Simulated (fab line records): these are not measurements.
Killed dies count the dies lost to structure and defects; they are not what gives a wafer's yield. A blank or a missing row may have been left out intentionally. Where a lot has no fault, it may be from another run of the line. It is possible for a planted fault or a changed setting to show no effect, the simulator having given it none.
Matching of chambers | flow n5 finfet | N5_BEOL_M12_DEP_53 on pecvd-04: 3 sister chambers
The step deposits SiCN from 3MS/NH3, target thk 30 nm, time 10.5 s. 16 wafers are shown with their chamber, then 8 later ones without.

WAFERS, EACH WITH ITS CHAMBER
wafer  | chamber | showerhead plenum p Torr (Torr) | throttle valve pct (%)
L076.1 | 2       | 4.161                           | 17.9
L076.5 | 0       | 4.154                           | 17.6
L076.6 | 2       | 4.152                           | 18.1
L080.1 | 0       | 4.147                           | 17.7
L080.2 | 2       | 4.149                           | 18.1
L080.6 | 1       | 4.212                           | 19.0
L086.1 | 1       | 4.207                           | 19.0
L086.4 | 1       | 4.220                           | 19.1
L086.5 | 0       | 4.166                           | 17.5
L083.1 | 2       | 4.141                           | 18.1
L083.3 | 0       | 4.147                           | 17.4
L083.5 | 2       | 4.159                           | 18.0
L088.1 | 2       | 4.158                           | 18.2
L088.2 | 1       | 4.214                           | 18.8
L088.5 | 1       | 4.215                           | 18.8
L090.1 | 0       | 4.151                           | 17.8

SIGNATURES, as means of the wafers listed above
reading                  | chamber 0 | chamber 1 | chamber 2 | scatter within a chamber
showerhead plenum p Torr | 4.15300   | 4.21360   | 4.15333   | 0.00691
throttle valve pct       | 17.600    | 18.940    | 18.067    | 0.132
Rule: a wafer's distance from a chamber is the root of the sum, over the readings, of the square of ((its reading less the chamber's mean) divided by the reading's scatter). If the next closest chamber is less than 2 further off than the closest, the wafer can't be placed; otherwise it belongs to the closest. The scatter is the square root of a quotient: the sum, over the shown wafers, of each reading's squared deviation from its chamber's mean, divided by wafers minus chambers.

WAFERS MISSING THEIR CHAMBER
wafer  | showerhead plenum p Torr (Torr) | throttle valve pct (%)
L090.4 | 4.209                           | 18.9
L090.5 | 4.151                           | 17.8
L094.1 | 4.147                           | 17.7
L094.2 | 4.218                           | 18.8
L094.4 | 4.217                           | 18.8
L096.1 | 4.212                           | 18.7
L096.2 | 4.157                           | 18.1
L096.3 | 4.149                           | 17.5

CHAMBER TAKEN BY EACH
wafer  | from the rows above     | in truth
L090.4 | 1                       | 1
L090.5 | can't be placed: 0 or 2 | 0
L094.1 | can't be placed: 0 or 2 | 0
L094.2 | 1                       | 1
L094.4 | 1                       | 1
L096.1 | 1                       | 1
L096.2 | 2                       | 2
L096.3 | 0                       | 0
Correctly placed: 6 of 8. From these rows, 2 cannot be placed; in 2 the true chamber is one of the candidates. Number placed wrongly: 0.
